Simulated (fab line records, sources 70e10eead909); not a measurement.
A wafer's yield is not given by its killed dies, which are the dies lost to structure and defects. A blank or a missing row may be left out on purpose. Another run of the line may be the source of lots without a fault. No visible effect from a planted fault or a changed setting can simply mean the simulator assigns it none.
Chamber matching / flow nandHarc / 4 sister chambers for NHARC_A_WL_FILL_STRIP_29 on rieDiel-11
The step strips in O2, time 20 s. 4 wafers are shown with their chamber, then 8 later ones without.

## WAFERS WITH THEIR CHAMBER
wafer=L084.3; chamber=0; drypumpMotorCurrentA (A)=5.8
wafer=L094.2; chamber=2; drypumpMotorCurrentA (A)=5.6
wafer=L094.3; chamber=1; drypumpMotorCurrentA (A)=5.4
wafer=L092.3; chamber=3; drypumpMotorCurrentA (A)=6.0

## WAFERS MISSING THEIR CHAMBER
wafer=L092.5; drypumpMotorCurrentA (A)=6.0
wafer=L092.6; drypumpMotorCurrentA (A)=5.5
wafer=L096.1; drypumpMotorCurrentA (A)=6.0
wafer=L096.2; drypumpMotorCurrentA (A)=5.5
wafer=L096.3; drypumpMotorCurrentA (A)=5.6
wafer=L097.2; drypumpMotorCurrentA (A)=5.8
wafer=L097.3; drypumpMotorCurrentA (A)=5.6
wafer=L097.6; drypumpMotorCurrentA (A)=6.0

## WHICH CHAMBER EACH ONE RAN IN
wafer=L092.5; from the rows above=3; in truth=3
wafer=L092.6; from the rows above=can't be placed: 1 or 2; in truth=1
wafer=L096.1; from the rows above=3; in truth=3
wafer=L096.2; from the rows above=can't be placed: 1 or 2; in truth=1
wafer=L096.3; from the rows above=2; in truth=2
wafer=L097.2; from the rows above=0; in truth=0
wafer=L097.3; from the rows above=2; in truth=2
wafer=L097.6; from the rows above=3; in truth=3
Placed correctly: 6 of 8. Can't be placed from these rows: 2 (the true chamber is among the candidates in 2). Placed wrongly: 0.
How it was worked out, from the rows above alone: a wafer's distance from a chamber is the root of the sum, over the readings, of the square of ((its reading less the chamber's mean) divided by the reading's scatter). The wafer belongs to the nearest chamber; if the next one is less than 2 further off, it can't be placed. For every chamber, the mean is computed from those of its wafers that are shown. The scatter: root of mean squared gap, hidden wafer to nearest shown wafer, with one shown wafer a chamber.
